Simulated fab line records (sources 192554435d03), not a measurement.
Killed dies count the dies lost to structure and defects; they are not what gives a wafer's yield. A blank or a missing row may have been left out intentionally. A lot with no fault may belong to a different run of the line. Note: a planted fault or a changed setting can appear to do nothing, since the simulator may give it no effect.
Matching of chambers ; flow n5Finfet ; N5_BEOL_M4_ETCH_70 on rieDiel-01: 4 sister chambers
The step etches SOC in N2/H2, target depth 80 nm, overetch 24 nm, time 130 s. 14 wafers are shown with their chamber, then 6 later ones without.

## WAFERS WITH THEIR CHAMBER
wafer;chamber;showerheadPlenumPTorr (Torr);oesProductAu (a.u.);throttleValvePct (%)
L179.1;1;2.38;0.49;17.51
L179.3;0;2.66;0.56;17.58
L179.6;0;2.66;0.56;17.58
L181.1;2;2.71;0.62;17.71
L181.3;1;2.38;0.49;17.50
L181.4;1;2.38;0.49;17.52
L182.2;0;2.65;0.56;17.59
L182.4;1;2.37;0.48;17.53
L182.5;2;2.71;0.61;17.75
L189.2;2;2.70;0.59;17.73
L189.3;0;2.65;0.56;17.63
L189.5;3;2.60;0.66;17.53
L191.1;2;2.70;0.59;17.75
L191.5;3;2.60;0.66;17.51

SIGNATURES (averages over the wafers above)
reading;chamber 0;chamber 1;chamber 2;chamber 3;scatter within a chamber
showerheadPlenumPTorr;2.6550;2.3775;2.7050;2.6000;0.00524
oesProductAu;0.5600;0.4875;0.6025;0.6600;0.00866
throttleValvePct;17.5950;17.5150;17.7350;17.5200;0.0187
Rule: a wafer's distance from a chamber is the root of the sum, over the readings, of the square of ((its reading less the chamber's mean) divided by the reading's scatter). The wafer belongs to the nearest chamber; if the next one is less than 2 further off, it can't be placed. How the scatter is found: for the shown wafers, subtract from each reading the mean of its chamber, square and add these, divide the total by (wafers less chambers), then take the root.

## WAFERS WHOSE CHAMBER IS MISSING
wafer;showerheadPlenumPTorr (Torr);oesProductAu (a.u.);throttleValvePct (%)
L191.6;2.70;0.60;17.77
L193.3;2.69;0.69;17.12
L193.4;2.64;0.55;17.64
L193.6;2.69;0.69;17.14
L198.5;2.69;0.58;17.82
L198.6;2.68;0.67;17.16

## CHAMBER TAKEN BY EACH
wafer;from the rows above;in truth
L191.6;2;2
L193.3;3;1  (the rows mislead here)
L193.4;0;0
L193.6;3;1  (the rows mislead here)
L198.5;2;2
L198.6;3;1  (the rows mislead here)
3 of 6 placed correctly. Left unplaced by these rows: 0. 3 placed wrongly.
